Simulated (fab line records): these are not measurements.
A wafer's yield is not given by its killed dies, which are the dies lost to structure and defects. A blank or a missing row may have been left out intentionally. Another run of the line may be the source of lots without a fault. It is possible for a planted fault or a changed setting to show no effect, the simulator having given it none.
Which tool is to blame? :: flow nand harc :: 33 wafers from 11 lots sampled at 6 of the route's 1302 steps

WHAT THE GAUGES SHOWED, per wafer
NHARC_A_SOURCE_PLATE_THK_MEAS_06: measures by ellipsometry.
lot: L399
measured: day 7 21:13
on: film metro-02
thk nm (nm): 200.8 201.1 200.4

lot: L402
measured: day 9 10:50
on: film metro-01
thk nm (nm): 201.1 198.1 198.5

lot: L405
measured: day 10 17:29
on: film metro-02
thk nm (nm): 204.5 200.6 203.6

lot: L407
measured: day 12 03:17
on: film metro-01
thk nm (nm): 197.5 196.2 198.2

lot: L408
measured: day 12 03:17
on: film metro-02
thk nm (nm): 198.7 199.3 196.7

lot: L409
measured: day 12 12:20
on: film metro-01
thk nm (nm): 199.5 199.4 198.9

lot: L410
measured: day 12 21:56
on: film metro-01
thk nm (nm): 268.0 266.3 267.8 268.6 267.2 267.7

lot: L411
measured: day 13 05:26
on: film metro-02
thk nm (nm): 268.4 267.1 266.9 269.4 267.3 267.2

lot: L412
measured: day 13 19:21
on: film metro-01
thk nm (nm): 271.3 270.6 270.7 270.7 271.3 270.5

lot: L413
measured: day 14 06:12
on: film metro-02
thk nm (nm): 203.3 204.9 202.8

lot: L420
measured: day 16 22:54
on: film metro-01
thk nm (nm): 200.2 196.8 198.3

NHARC_A_ONON_D1_THK_MEAS_08: measures by ellipsometry.
lot: L399
measured: day 7 22:58
on: film metro-01
thk nm (nm): 1001 1000 1000

lot: L402
measured: day 9 12:40
on: film metro-02
thk nm (nm): 1003 1005 1004

lot: L405
measured: day 10 19:18
on: film metro-01
thk nm (nm): 1011 1012 1013

lot: L407
measured: day 12 05:05
on: film metro-01
thk nm (nm): 999 1001 1000

lot: L408
measured: day 12 05:04
on: film metro-01
thk nm (nm): 985 985 984

lot: L409
measured: day 12 14:07
on: film metro-01
thk nm (nm): 1010 1012 1011

lot: L410
measured: day 13 08:05
on: film metro-01
thk nm (nm): 1007 1006 1007

lot: L411
measured: day 13 15:35
on: film metro-02
thk nm (nm): 1012 1011 1011

lot: L412
measured: day 14 07:14
on: film metro-01
thk nm (nm): 1013 1014 1014

lot: L413
measured: day 14 08:01
on: film metro-02
thk nm (nm): 995 993 995

lot: L420
measured: day 17 00:41
on: film metro-01
thk nm (nm): 990 992 992

NHARC_END_SORT_01.
lot: L399
measured: day 25 02:24
on: prober-01
killed at array: 54 51 75
killed at other: 0 2 1
killed at periphery: 2 4 3
killed dies: 56 57 79
killed open: 3 3 4
killed short: 1 2 3

lot: L402
measured: day 26 04:21
on: prober-01
killed at array: 56 33 41
killed at other: 0 0 1
killed at periphery: 8 6 5
killed dies: 64 39 47
killed open: 6 1 2
killed short: 0 1 2

lot: L405
measured: day 27 11:49
on: prober-02
killed at array: 78 88 74
killed at other: 0 0 0
killed at periphery: 2 1 5
killed dies: 80 89 79
killed open: 3 3 5
killed short: 1 2 5

lot: L407
measured: day 29 16:45
on: prober-02
killed at array: 66 60 73
killed at other: 0 3 1
killed at periphery: 12 7 7
killed dies: 78 70 81
killed open: 3 3 3
killed short: 2 3 2

lot: L408
measured: day 29 16:44
on: prober-01
killed at array: 35 42 53
killed at other: 0 0 0
killed at periphery: 6 4 6
killed dies: 41 46 59
killed open: 7 3 6
killed short: 5 3 5

lot: L409
measured: day 30 08:27
on: prober-02
killed at array: 57 50 40
killed at other: 0 0 0
killed at periphery: 3 4 1
killed dies: 60 54 41
killed open: 3 6 3
killed short: 2 4 1

lot: L410
measured: day 30 16:20
on: prober-02
killed at array: 43 44 40
killed at other: 1 0 0
killed at periphery: 5 3 7
killed dies: 49 47 47
killed open: 4 4 5
killed short: 2 4 4

lot: L411
measured: day 30 02:20
on: prober-01
killed at array: 41 45 40
killed at other: 0 1 1
killed at periphery: 1 10 5
killed dies: 42 56 46
killed open: 4 2 7
killed short: 1 1 1

lot: L412
measured: day 30 11:19
on: prober-01
killed at array: 50 60 51
killed at other: 0 0 0
killed at periphery: 4 3 1
killed dies: 54 63 52
killed open: 3 3 2
killed short: 2 0 5

lot: L413
measured: day 30 19:02
on: prober-01
killed at array: 24 16 32
killed at other: 2 0 0
killed at periphery: 10 9 2
killed dies: 36 25 34
killed open: 10 0 4
killed short: 2 2 5

lot: L420
measured: day 33 10:46
on: prober-01
killed at array: 52 54 54
killed at other: 0 0 0
killed at periphery: 0 0 1
killed dies: 52 54 55
killed open: 1 2 4
killed short: 1 1 4

WHICH TOOL RAN EACH LOT (tool, then ch and the chambers of the sampled wafers, then the start)
lot: L399
NHARC_P_BONDPAD_ACTIVATE_29: rie diel-06 ch 1,2, day 6 23:08
NHARC_A_ZERO_WELL_DESCUM_12: rie diel-07 ch 2,3, day 7 00:32
NHARC_A_SOURCE_PLATE_CVD_03: lpcvd poly-04 ch 0, day 7 11:11

lot: L402
NHARC_P_BONDPAD_ACTIVATE_29: rie diel-05 ch 1,2, day 8 11:12
NHARC_A_ZERO_WELL_DESCUM_12: rie diel-07 ch 1,2,3, day 8 12:37
NHARC_A_SOURCE_PLATE_CVD_03: lpcvd poly-03 ch 0, day 8 23:19

lot: L405
NHARC_P_BONDPAD_ACTIVATE_29: rie diel-05 ch 0,1,2, day 9 18:33
NHARC_A_ZERO_WELL_DESCUM_12: rie diel-08 ch 0,2,3, day 9 19:49
NHARC_A_SOURCE_PLATE_CVD_03: lpcvd poly-03 ch 0, day 10 07:04

lot: L407
NHARC_P_BONDPAD_ACTIVATE_29: rie diel-05 ch 0,3, day 11 01:43
NHARC_A_ZERO_WELL_DESCUM_12: rie diel-07 ch 0,2, day 11 03:08
NHARC_A_SOURCE_PLATE_CVD_03: lpcvd poly-04 ch 0, day 11 15:53

lot: L408
NHARC_P_BONDPAD_ACTIVATE_29: rie diel-06 ch 1,2, day 11 05:18
NHARC_A_ZERO_WELL_DESCUM_12: rie diel-08 ch 0,1, day 11 06:41
NHARC_A_SOURCE_PLATE_CVD_03: lpcvd poly-04 ch 0, day 11 15:53

lot: L409
NHARC_P_BONDPAD_ACTIVATE_29: rie diel-05 ch 0,1,3, day 11 09:57
NHARC_A_ZERO_WELL_DESCUM_12: rie diel-07 ch 0,2,3, day 11 11:22
NHARC_A_SOURCE_PLATE_CVD_03: lpcvd poly-04 ch 0, day 12 02:20

lot: L410
NHARC_P_BONDPAD_ACTIVATE_29: rie diel-05 ch 1,2,3, day 11 20:23
NHARC_A_ZERO_WELL_DESCUM_12: rie diel-07 ch 0,2,3, day 11 21:39
NHARC_A_SOURCE_PLATE_CVD_03: lpcvd poly-02 ch 0, day 12 09:29

lot: L411
NHARC_P_BONDPAD_ACTIVATE_29: rie diel-05 ch 1,3, day 12 05:16
NHARC_A_ZERO_WELL_DESCUM_12: rie diel-07 ch 0,1, day 12 06:40
NHARC_A_SOURCE_PLATE_CVD_03: lpcvd poly-02 ch 0, day 12 18:32

lot: L412
NHARC_P_BONDPAD_ACTIVATE_29: rie diel-09 ch 0,1, day 12 17:07
NHARC_A_ZERO_WELL_DESCUM_12: rie diel-07 ch 0,2,3, day 12 18:24
NHARC_A_SOURCE_PLATE_CVD_03: lpcvd poly-02 ch 0, day 13 07:46

lot: L413
NHARC_P_BONDPAD_ACTIVATE_29: rie diel-05 ch 0,1, day 13 03:35
NHARC_A_ZERO_WELL_DESCUM_12: rie diel-07 ch 0,2, day 13 05:04
NHARC_A_SOURCE_PLATE_CVD_03: lpcvd poly-03 ch 0, day 13 18:19

lot: L420
NHARC_P_BONDPAD_ACTIVATE_29: rie diel-09 ch 2,3, day 15 22:21
NHARC_A_ZERO_WELL_DESCUM_12: rie diel-07 ch 0,1,2, day 15 23:38
NHARC_A_SOURCE_PLATE_CVD_03: lpcvd poly-02 ch 0, day 16 11:32
- NHARC_P_BONDPAD_ACTIVATE_29: chemistry N2, time 60 s.
- NHARC_A_ZERO_WELL_DESCUM_12: chemistry O2, time 3 s.
- NHARC_A_SOURCE_PLATE_CVD_03: deposits poly-Si, target thk 200 nm, time 4000 s.

AS READ BY THE TOOLS THEMSELVES (means over the sampled wafers that have a number; for cases with no such wafer, the mark the record gives instead)
NHARC_P_BONDPAD_ACTIVATE_29.
lot: L399
tool: rie diel-06
drypump motor current A (A): 6.2
oes product au (a.u.): 1.003
rf vpp V (V): 64.0
showerhead plenum p Torr (Torr): 1.72

lot: L402
tool: rie diel-05
drypump motor current A (A): 6.1
oes product au (a.u.): 1.006
rf vpp V (V): 64.1
showerhead plenum p Torr (Torr): 1.74

lot: L405
tool: rie diel-05
drypump motor current A (A): 5.9
oes product au (a.u.): 1.007
rf vpp V (V): 64.0
showerhead plenum p Torr (Torr): 1.73

lot: L407
tool: rie diel-05
drypump motor current A (A): 5.2
oes product au (a.u.): 1.008
rf vpp V (V): 64.0
showerhead plenum p Torr (Torr): 1.68

lot: L408
tool: rie diel-06
drypump motor current A (A): 6.2
oes product au (a.u.): 1.009
rf vpp V (V): 63.5
showerhead plenum p Torr (Torr): 1.71

lot: L409
tool: rie diel-05
drypump motor current A (A): 5.5
oes product au (a.u.): 1.000
rf vpp V (V): 63.1
showerhead plenum p Torr (Torr): 1.68

lot: L410
tool: rie diel-05
drypump motor current A (A): 5.9
oes product au (a.u.): 0.998
rf vpp V (V): 64.2
showerhead plenum p Torr (Torr): 1.75

lot: L411
tool: rie diel-05
drypump motor current A (A): 5.4
oes product au (a.u.): 1.001
rf vpp V (V): 63.6
showerhead plenum p Torr (Torr): 1.71

lot: L412
tool: rie diel-09
drypump motor current A (A): 5.1
oes product au (a.u.): 0.998
rf vpp V (V): 64.0
showerhead plenum p Torr (Torr): 1.76

lot: L413
tool: rie diel-05
drypump motor current A (A): 5.7
oes product au (a.u.): 1.005
rf vpp V (V): 63.1
showerhead plenum p Torr (Torr): 1.67

lot: L420
tool: rie diel-09
drypump motor current A (A): 5.2
oes product au (a.u.): 0.995
rf vpp V (V): 63.8
showerhead plenum p Torr (Torr): 1.73

NHARC_A_ZERO_WELL_DESCUM_12.
lot: L399
tool: rie diel-07
drypump motor current A (A): 5.7
oes product au (a.u.): 1.006
rf vpp V (V): 58.8
showerhead plenum p Torr (Torr): 1.96
throttle valve pct (%): 11.322

lot: L402
tool: rie diel-07
drypump motor current A (A): 5.9
oes product au (a.u.): 1.002
rf vpp V (V): 59.0
showerhead plenum p Torr (Torr): 1.91
throttle valve pct (%): 11.314

lot: L405
tool: rie diel-08
drypump motor current A (A): 5.7
oes product au (a.u.): 0.996
rf vpp V (V): 58.2
showerhead plenum p Torr (Torr): 1.83
throttle valve pct (%): 11.319

lot: L407
tool: rie diel-07
drypump motor current A (A): 5.2
oes product au (a.u.): 0.996
rf vpp V (V): 59.4
showerhead plenum p Torr (Torr): 1.92
throttle valve pct (%): 11.316

lot: L408
tool: rie diel-08
drypump motor current A (A): 6.0
oes product au (a.u.): 0.993
rf vpp V (V): 57.5
showerhead plenum p Torr (Torr): 1.82
throttle valve pct (%): 11.305

lot: L409
tool: rie diel-07
drypump motor current A (A): 5.5
oes product au (a.u.): 1.010
rf vpp V (V): 58.2
showerhead plenum p Torr (Torr): 1.97
throttle valve pct (%): 11.313

lot: L410
tool: rie diel-07
drypump motor current A (A): 5.5
oes product au (a.u.): 1.004
rf vpp V (V): 58.0
showerhead plenum p Torr (Torr): 1.97
throttle valve pct (%): 11.312

lot: L411
tool: rie diel-07
drypump motor current A (A): 5.8
oes product au (a.u.): 1.004
rf vpp V (V): 57.6
showerhead plenum p Torr (Torr): 1.97
throttle valve pct (%): 11.316

lot: L412
tool: rie diel-07
drypump motor current A (A): 5.5
oes product au (a.u.): 1.002
rf vpp V (V): 57.8
showerhead plenum p Torr (Torr): 1.97
throttle valve pct (%): 11.304

lot: L413
tool: rie diel-07
drypump motor current A (A): 5.2
oes product au (a.u.): 1.007
rf vpp V (V): 57.4
showerhead plenum p Torr (Torr): 1.92
throttle valve pct (%): 11.315

lot: L420
tool: rie diel-07
drypump motor current A (A): 5.7
oes product au (a.u.): 1.002
rf vpp V (V): 56.9
showerhead plenum p Torr (Torr): 1.91
throttle valve pct (%): 11.316

NHARC_A_SOURCE_PLATE_CVD_03.
lot: L399
tool: lpcvd poly-04
spike tc bottom C (C): 639.0
spike tc centre C (C): 619.8
spike tc lower C (C): 620.5
spike tc top C (C): 638.6
spike tc upper C (C): 619.0
tube center temp C (C): 620

lot: L402
tool: lpcvd poly-03
spike tc bottom C (C): 639.6
spike tc centre C (C): 620.0
spike tc lower C (C): 618.4
spike tc top C (C): 640.5
spike tc upper C (C): 618.7
tube center temp C (C): 620

lot: L405
tool: lpcvd poly-03
spike tc bottom C (C): 639.1
spike tc centre C (C): 620.7
spike tc lower C (C): 618.4
spike tc top C (C): 641.3
spike tc upper C (C): 619.8
tube center temp C (C): 620

lot: L407
tool: lpcvd poly-04
spike tc bottom C (C): 638.8
spike tc centre C (C): 619.4
spike tc lower C (C): 621.3
spike tc top C (C): 637.8
spike tc upper C (C): 619.0
tube center temp C (C): 620

lot: L408
tool: lpcvd poly-04
spike tc bottom C (C): 639.3
spike tc centre C (C): 620.9
spike tc lower C (C): 620.8
spike tc top C (C): 638.7
spike tc upper C (C): 618.3
tube center temp C (C): 620

lot: L409
tool: lpcvd poly-04
spike tc bottom C (C): 639.9
spike tc centre C (C): 620.1
spike tc lower C (C): 620.8
spike tc top C (C): 637.8
spike tc upper C (C): 618.7
tube center temp C (C): 620

lot: L410
tool: lpcvd poly-02
spike tc bottom C (C): 653.3
spike tc centre C (C): 634.6
spike tc lower C (C): 632.0
spike tc top C (C): 650.4
spike tc upper C (C): 632.4
tube center temp C (C): 633

lot: L411
tool: lpcvd poly-02
spike tc bottom C (C): 652.8
spike tc centre C (C): 635.1
spike tc lower C (C): 632.6
spike tc top C (C): 651.0
spike tc upper C (C): 631.7
tube center temp C (C): 633

lot: L412
tool: lpcvd poly-02
spike tc bottom C (C): 652.4
spike tc centre C (C): 635.7
spike tc lower C (C): 633.4
spike tc top C (C): 649.3
spike tc upper C (C): 631.4
tube center temp C (C): 633

lot: L413
tool: lpcvd poly-03
spike tc bottom C (C): 639.3
spike tc centre C (C): 621.7
spike tc lower C (C): 617.6
spike tc top C (C): 640.6
spike tc upper C (C): 619.5
tube center temp C (C): 620

lot: L420
tool: lpcvd poly-02
spike tc bottom C (C): 639.7
spike tc centre C (C): 623.0
spike tc lower C (C): 619.2
spike tc top C (C): 638.6
spike tc upper C (C): 618.9
tube center temp C (C): 620

THE ANSWER, worked out from the rows above alone
Rule: the lots themselves supply what counts as usual. The widest of any qualifying gaps counts: lots, ordered by their means at a reading, are off when they make up no more than a third of the lots, leave a main group of 4 or more, and stand apart from it by 3 or more times the standard deviation of that group's means. If all means in a main group match to the digits the tables above print for the reading, that group is not used. Also off: a lot with no number at a reading for which 4 or more lots have one. The other lots that the step has rows for count as sound. After the gauges, taken in route order, come the tools' own readings; for these a lot's mean is taken, as printed above. At the first step where some lot is off, the reading lying furthest off is the one used; lots without a number count as furthest.
Off: L410, L411, L412, at NHARC_A_SOURCE_PLATE_THK_MEAS_06 (thk nm). For the main group the mean is 200.0 nm and the standard deviation 2.1.
A tool fits if, at a process step before that reading, it ran every lot that is off, and no sound lot after the first of them. The gauges at NHARC_A_SOURCE_PLATE_THK_MEAS_06 aren't tried: what is off there is off at NHARC_A_SOURCE_PLATE_CVD_03 too, on other tools, and a gauge's error can't cause that. None of those tried fits.

WHAT THE SIMULATOR HAD PUT IN
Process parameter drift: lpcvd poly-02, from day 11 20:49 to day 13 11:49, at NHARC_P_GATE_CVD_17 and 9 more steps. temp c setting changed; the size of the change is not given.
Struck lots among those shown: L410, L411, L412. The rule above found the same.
